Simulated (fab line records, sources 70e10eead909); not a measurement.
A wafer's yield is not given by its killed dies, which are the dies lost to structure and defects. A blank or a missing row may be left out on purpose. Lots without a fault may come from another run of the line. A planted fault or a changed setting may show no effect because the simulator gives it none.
Which tool was responsible? ; flow nand_harc ; 72 wafers from 24 lots sampled at 6 of the route's 1159 steps

WHAT THE GAUGES READ, wafer by wafer
NHARC_P_M2_THK_MEAS_24: measures by xrf.
lot;measured;on;thk_nm (nm)
L074;day 6 09:05;film_metro-02;144.2 145.3 144.7
L075;day 6 14:57;film_metro-02;143.7 146.0 144.0
L076;day 6 14:05;film_metro-01;142.9 142.5 140.9
L077;day 7 11:35;film_metro-02;143.5 143.3 145.7
L078;day 7 12:31;film_metro-02;141.7 143.7 142.1
L079;day 7 16:53;film_metro-01;146.0 143.9 146.0
L080;day 7 17:32;film_metro-02;143.1 141.9 144.1
L081;day 8 02:09;film_metro-02;141.8 141.6 142.4
L082;day 8 07:03;film_metro-02;142.8 143.9 145.0
L083;day 8 12:53;film_metro-02;145.0 146.0 144.5
L084;day 8 12:34;film_metro-02;144.0 145.7 144.0
L085;day 9 17:10;film_metro-02;147.2 143.1 146.2
L086;day 10 02:31;film_metro-01;143.9 142.4 143.2
L087;day 10 07:55;film_metro-01;144.8 141.8 143.6
L088;day 9 15:49;film_metro-01;143.4 143.9 143.8
L089;day 10 10:07;film_metro-01;143.6 144.1 142.1
L090;day 10 10:44;film_metro-02;142.9 147.9 145.6
L091;day 10 11:26;film_metro-01;144.4 147.3 144.4
L092;day 10 21:19;film_metro-01;145.4 145.2 143.9
L093;day 11 02:22;film_metro-02;143.4 145.6 143.3
L094;day 11 06:26;film_metro-01;144.9 145.2 144.6
L095;day 11 05:24;film_metro-02;146.0 144.2 144.0
L096;day 11 20:02;film_metro-01;144.4 143.5 143.6
L097;day 12 09:31;film_metro-02;143.5 144.7 145.9

EACH LOT AND THE TOOL THAT RAN IT (in order: tool; ch and the chambers of the sampled wafers; start)
lot;NHARC_P_ZERO_WELL_ETCH_65;NHARC_P_GATE_DESCUM_31;NHARC_P_GATE_HM_OPEN_105;NHARC_P_GATE_RTA_64;NHARC_P_GATE_DEGAS_109
L074;rie_diel-12 ch 1,3, day 1 13:29;rie_diel-03 ch 1,2,3, day 4 18:29;rie_diel-03 ch 1,2, day 5 11:59 or earlier;rtp_anneal-01 ch 0, day 5 11:59;pvd_sputter-01, day 5 12:19
L075;rie_diel-12 ch 0,1,2, day 1 19:37;rie_diel-02 ch 2,3, day 5 01:38;rie_diel-02 ch 0,1,2, day 5 19:50 or earlier;rtp_anneal-02 ch 0, day 5 19:50;pvd_sputter-01, day 5 20:06
L076;rie_diel-08 ch 0,1,2, day 2 01:23;rie_diel-03 ch 1,3, day 5 02:20;rie_diel-03 ch 0,1, day 5 19:34 or earlier;rtp_anneal-02 ch 0, day 5 19:34;pvd_sputter-01, day 5 19:52
L077;rie_diel-01 ch 0,3, day 2 07:30;rie_diel-02 ch 0,1,2, day 5 22:59;rie_diel-02 ch 0,2,3, day 6 16:06 or earlier;rtp_anneal-01 ch 0, day 6 16:06;pvd_sputter-01, day 6 16:25
L078;rie_diel-08 ch 0,2,3, day 2 13:30;rie_diel-03 ch 0,1,3, day 5 23:37;rie_diel-03 ch 0,2,3, day 6 17:01 or earlier;rtp_anneal-02 ch 0, day 6 17:01;pvd_sputter-02, day 6 17:19
L079;rie_diel-08 ch 0,2,3, day 2 19:22;rie_diel-02 ch 0,1,3, day 6 05:10;rie_diel-02 ch 1,2,3, day 6 22:24 or earlier;rtp_anneal-01 ch 0, day 6 22:24;pvd_sputter-02, day 6 22:44
L080;rie_diel-12 ch 1,3, day 3 01:31;rie_diel-09 ch 2,3, day 6 05:51;rie_diel-09 ch 0,1,2, day 6 23:26 or earlier;rtp_anneal-01 ch 0, day 6 23:26;pvd_sputter-01, day 6 23:41
L081;rie_diel-08 ch 1,2,3, day 3 07:30;rie_diel-09 ch 1,3, day 6 12:26;rie_diel-09 ch 0,1, day 7 05:49 or earlier;rtp_anneal-02 ch 0, day 7 05:49;pvd_sputter-01, day 7 06:08
L082;rie_diel-12 ch 1,2,3, day 3 13:22;rie_diel-09 ch 0,2,3, day 6 17:45;rie_diel-09 ch 0,2,3, day 7 10:52 or earlier;rtp_anneal-02 ch 0, day 7 10:52;pvd_sputter-01, day 7 11:10
L083;rie_diel-12 ch 0,1,2, day 3 19:29;rie_diel-02 ch 0,1, day 7 00:41;rie_diel-02 ch 0,1, day 7 17:57 or earlier;rtp_anneal-01 ch 0, day 7 17:57;pvd_sputter-02, day 7 18:16
L084;rie_diel-01 ch 0,2, day 4 01:29;rie_diel-03 ch 0,1,2, day 7 00:10;rie_diel-03 ch 1,3, day 7 17:33 or earlier;rtp_anneal-02 ch 0, day 7 17:33;pvd_sputter-03, day 7 17:50
L085;rie_diel-01 ch 1,2,3, day 4 07:27;rie_diel-09 ch 0,1,3, day 8 05:15;rie_diel-09 ch 0,1,2, day 8 22:52 or earlier;rtp_anneal-01 ch 0, day 8 22:52;pvd_sputter-01, day 8 23:10
L086;rie_diel-08 ch 0,3, day 4 13:21;rie_diel-03 ch 0,2, day 8 03:50;rie_diel-03 ch 0,3, day 9 00:14 or earlier;rtp_anneal-02 ch 0, day 9 00:14;pvd_sputter-02, day 9 00:32
L087;rie_diel-08 ch 0,2,3, day 4 19:29;rie_diel-03 ch 0,1,3, day 8 05:37;rie_diel-03 ch 0,2,3, day 9 04:13 or earlier;rtp_anneal-02 ch 0, day 9 04:13;pvd_sputter-02, day 9 04:32
L088;rie_diel-01 ch 1,2,3, day 5 01:30;rie_diel-02 ch 2,3, day 8 04:44;rie_diel-02 ch 0,1, day 8 21:49 or earlier;rtp_anneal-02 ch 0, day 8 21:49;pvd_sputter-03, day 8 22:02
L089;rie_diel-12 ch 1,2, day 5 07:22;rie_diel-03 ch 0,3, day 8 14:26;rie_diel-03 ch 0,1,2, day 9 07:31 or earlier;rtp_anneal-01 ch 0, day 9 07:31;pvd_sputter-01, day 9 07:49
L090;rie_diel-08 ch 0,1,3, day 5 13:32;rie_diel-02 ch 0,1,2, day 8 18:53;rie_diel-02 ch 1,2,3, day 9 11:55 or earlier;rtp_anneal-01 ch 0, day 9 11:55;pvd_sputter-03, day 9 12:13
L091;rie_diel-01 ch 1,2,3, day 5 19:23;rie_diel-03 ch 0,2, day 8 18:42;rie_diel-03 ch 1,2, day 9 12:07 or earlier;rtp_anneal-01 ch 0, day 9 12:07;pvd_sputter-01, day 9 12:23
L092;rie_diel-08 ch 0,1,3, day 6 01:31;rie_diel-09 ch 1,2,3, day 9 05:25;rie_diel-09 ch 0,1,2, day 9 23:02 or earlier;rtp_anneal-02 ch 0, day 9 23:02;pvd_sputter-01, day 9 23:20
L093;rie_diel-12 ch 0,3, day 6 07:29;rie_diel-09 ch 1,2, day 9 13:02;rie_diel-09 ch 0,1, day 10 06:44 or earlier;rtp_anneal-02 ch 0, day 10 06:44;pvd_sputter-01, day 10 07:00
L094;rie_diel-12 ch 0,1,3, day 6 13:31;rie_diel-02 ch 0,1, day 9 17:47;rie_diel-02 ch 2,3, day 10 10:58 or earlier;rtp_anneal-02 ch 0, day 10 10:58;pvd_sputter-02, day 10 11:16
L095;rie_diel-12 ch 0,3, day 6 19:30;rie_diel-09 ch 0,2,3, day 9 17:39;rie_diel-09 ch 0,1,2, day 10 10:51 or earlier;rtp_anneal-02 ch 0, day 10 10:51;pvd_sputter-01, day 10 11:06
L096;rie_diel-12 ch 0,1,3, day 7 01:29;rie_diel-09 ch 1,2,3, day 10 07:28;rie_diel-09 ch 0,1,3, day 11 01:13 or earlier;rtp_anneal-01 ch 0, day 11 01:13;pvd_sputter-02, day 11 01:31
L097;rie_diel-12 ch 0,1,3, day 7 07:29;rie_diel-03 ch 0,1,2, day 10 16:56;rie_diel-03 ch 0,1,3, day 11 10:27 or earlier;rtp_anneal-01 ch 0, day 11 10:27;pvd_sputter-02, day 11 10:47
- NHARC_P_ZERO_WELL_ETCH_65: etches the open film in N2/H2, target depth 80 nm, overetch 24 nm, time 87.88 s.
- NHARC_P_GATE_DESCUM_31: chemistry O2, time 3 s.
- NHARC_P_GATE_HM_OPEN_105: chemistry O2/COS, target depth 360 nm.
- NHARC_P_GATE_RTA_64: time 1 s.
- NHARC_P_GATE_DEGAS_109: time 60 s.

WHAT THE TOOLS THEMSELVES READ (means of the sampled wafers that have a number; where no wafer has one, the mark that the record gives instead)
NHARC_P_ZERO_WELL_ETCH_65.
lot;tool;drypump_motor_current_A (A);oes_product_au (a.u.);rf_vpp_V (V);showerhead_plenum_p_Torr (Torr);throttle_valve_pct (%)
L074;rie_diel-12;5.4;0.983;431;2.03;14.172
L075;rie_diel-12;6.2;0.996;436;2.20;14.176
L076;rie_diel-08;5.8;1.009;428;1.97;14.167
L077;rie_diel-01;5.9;1.002;427;1.94;14.180
L078;rie_diel-08;5.8;0.998;430;2.01;14.170
L079;rie_diel-08;5.8;1.002;430;2.01;14.165
L080;rie_diel-12;5.4;0.994;430;2.03;14.169
L081;rie_diel-08;5.7;0.998;428;1.98;14.175
L082;rie_diel-12;5.7;1.005;432;2.12;14.175
L083;rie_diel-12;6.2;0.998;435;2.20;14.164
L084;rie_diel-01;6.0;1.007;428;1.92;14.172
L085;rie_diel-01;5.5;1.009;431;2.04;14.174
L086;rie_diel-08;6.1;1.010;430;2.03;14.171
L087;rie_diel-08;5.8;1.003;430;2.01;14.182
L088;rie_diel-01;5.6;1.016;430;2.04;14.168
L089;rie_diel-12;6.0;1.005;435;2.20;14.182
L090;rie_diel-08;6.0;1.002;429;1.99;14.174
L091;rie_diel-01;5.5;1.012;431;2.04;14.172
L092;rie_diel-08;6.0;1.012;429;1.99;14.173
L093;rie_diel-12;5.5;0.993;429;2.03;14.170
L094;rie_diel-12;5.9;1.002;433;2.11;14.172
L095;rie_diel-12;6.0;0.999;433;2.12;14.166
L096;rie_diel-12;5.9;0.995;433;2.11;14.171
L097;rie_diel-12;5.9;1.001;433;2.11;14.172

NHARC_P_GATE_DESCUM_31.
lot;tool;drypump_motor_current_A (A);oes_product_au (a.u.);rf_vpp_V (V);showerhead_plenum_p_Torr (Torr);throttle_valve_pct (%)
L074;rie_diel-03;5.7;0.998;57.3;1.94;11.314
L075;rie_diel-02;6.0;0.995;57.3;1.85;11.303
L076;rie_diel-03;5.6;1.002;57.6;1.92;11.312
L077;rie_diel-02;5.7;0.990;57.4;1.85;11.314
L078;rie_diel-03;5.7;1.000;57.3;1.91;11.304
L079;rie_diel-02;6.0;0.995;57.6;1.81;11.308
L080;rie_diel-09;6.1;1.004;58.7;1.90;11.309
L081;rie_diel-09;5.9;0.999;58.1;1.91;11.312
L082;rie_diel-09;6.0;1.001;57.7;1.86;11.304
L083;rie_diel-02;5.9;0.989;57.6;1.84;11.309
L084;rie_diel-03;5.8;0.984;58.4;1.96;11.303
L085;rie_diel-09;5.8;1.003;57.0;1.86;11.312
L086;rie_diel-03;5.9;0.997;57.9;1.95;11.309
L087;rie_diel-03;5.8;0.999;58.6;1.90;11.312
L088;rie_diel-02;6.2;1.008;57.9;1.81;11.315
L089;rie_diel-03;5.8;0.997;57.5;1.87;11.307
L090;rie_diel-02;5.7;0.999;57.5;1.84;11.310
L091;rie_diel-03;5.9;0.992;57.6;1.95;11.312
L092;rie_diel-09;5.9;0.994;57.3;1.85;11.308
L093;rie_diel-09;5.8;1.001;57.6;1.79;11.316
L094;rie_diel-02;5.5;1.004;57.7;1.81;11.323
L095;rie_diel-09;6.0;0.992;56.5;1.85;11.317
L096;rie_diel-09;5.9;0.997;57.2;1.84;11.318
L097;rie_diel-03;5.8;1.001;57.7;1.95;11.313

NHARC_P_GATE_HM_OPEN_105.
lot;tool;drypump_motor_current_A (A);oes_product_au (a.u.);rf_vpp_V (V);showerhead_plenum_p_Torr (Torr);throttle_valve_pct (%)
L074;rie_diel-03;5.8;0.997;470.1;3.24;28.329
L075;rie_diel-02;5.7;0.998;464.8;3.02;28.326
L076;rie_diel-03;5.8;0.994;467.3;3.16;28.327
L077;rie_diel-02;6.1;0.996;464.7;3.02;28.328
L078;rie_diel-03;5.8;1.000;468.1;3.15;28.327
L079;rie_diel-02;5.8;1.003;464.9;2.97;28.333
L080;rie_diel-09;5.8;0.994;463.6;2.96;28.331
L081;rie_diel-09;5.6;0.996;463.9;2.98;28.339
L082;rie_diel-09;6.0;0.992;466.2;3.03;28.328
L083;rie_diel-02;5.5;0.992;464.0;2.97;28.336
L084;rie_diel-03;5.7;0.991;467.9;3.12;28.334
L085;rie_diel-09;5.8;0.988;463.9;2.96;28.330
L086;rie_diel-03;5.8;1.000;467.2;3.10;28.335
L087;rie_diel-03;5.8;0.998;467.9;3.14;28.331
L088;rie_diel-02;5.5;0.999;463.7;2.97;28.328
L089;rie_diel-03;5.8;0.999;467.7;3.18;28.343
L090;rie_diel-02;5.7;1.014;463.8;2.96;28.322
L091;rie_diel-03;5.8;0.983;470.1;3.23;28.336
L092;rie_diel-09;5.8;0.998;463.5;2.95;28.323
L093;rie_diel-09;5.7;0.995;464.3;2.98;28.339
L094;rie_diel-02;5.9;1.009;465.6;3.00;28.340
L095;rie_diel-09;5.8;1.001;463.5;2.95;28.327
L096;rie_diel-09;5.8;1.005;465.3;3.04;28.326
L097;rie_diel-03;5.7;1.000;466.4;3.10;28.328

NHARC_P_GATE_RTA_64.
lot;tool;lamp_power_pct (%);wafer_temp_C_max
L074;rtp_anneal-01;37.9;1054.5
L075;rtp_anneal-02;39.8;1054.8
L076;rtp_anneal-02;39.8;1056.2
L077;rtp_anneal-01;37.9;1054.0
L078;rtp_anneal-02;39.8;1054.6
L079;rtp_anneal-01;37.9;1053.5
L080;rtp_anneal-01;37.9;1053.5
L081;rtp_anneal-02;39.8;1055.2
L082;rtp_anneal-02;39.8;1056.0
L083;rtp_anneal-01;37.9;1054.5
L084;rtp_anneal-02;39.8;1055.6
L085;rtp_anneal-01;37.9;1054.1
L086;rtp_anneal-02;39.8;1055.2
L087;rtp_anneal-02;39.8;1054.6
L088;rtp_anneal-02;39.8;1054.4
L089;rtp_anneal-01;37.9;1054.6
L090;rtp_anneal-01;37.8;1054.7
L091;rtp_anneal-01;37.9;1053.4
L092;rtp_anneal-02;39.8;1054.9
L093;rtp_anneal-02;39.8;1055.5
L094;rtp_anneal-02;39.8;1053.8
L095;rtp_anneal-02;39.8;1055.4
L096;rtp_anneal-01;37.9;1054.2
L097;rtp_anneal-01;37.9;1054.5

NHARC_P_GATE_DEGAS_109.
lot;tool;heater_power_w (W)
L074;pvd_sputter-01;500
L075;pvd_sputter-01;489
L076;pvd_sputter-01;504
L077;pvd_sputter-01;498
L078;pvd_sputter-02;427
L079;pvd_sputter-02;445
L080;pvd_sputter-01;499
L081;pvd_sputter-01;495
L082;pvd_sputter-01;492
L083;pvd_sputter-02;427
L084;pvd_sputter-03;424
L085;pvd_sputter-01;492
L086;pvd_sputter-02;433
L087;pvd_sputter-02;432
L088;pvd_sputter-03;438
L089;pvd_sputter-01;507
L090;pvd_sputter-03;425
L091;pvd_sputter-01;482
L092;pvd_sputter-01;501
L093;pvd_sputter-01;500
L094;pvd_sputter-02;390
L095;pvd_sputter-01;504
L096;pvd_sputter-02;427
L097;pvd_sputter-02;465

THE ANSWER, worked out from the rows above alone
Rule: what is usual is taken from the lots themselves. Put in order of their means at a reading, lots are off if they are a third of the lots or fewer, leave a main group of 4 or more, and stand apart from it by a gap of 3 or more times the standard deviation of the main group's means; of several such gaps the widest counts. The tables above print the reading to a certain number of digits; a main group whose means all agree to those digits is not used. A lot without any number at a reading at which 4 lots or more have one is off too. Any other lot the step has rows for is counted as sound. The gauges are gone through in route order, then the tools' own readings, and for those a lot's mean is taken as printed above. At the first step where some lot is off, the reading lying furthest off is the one used; lots without a number count as furthest.
No lot is off on any of the readings shown, so nothing can be concluded from this.

WHAT THE SIMULATOR HAD PUT IN
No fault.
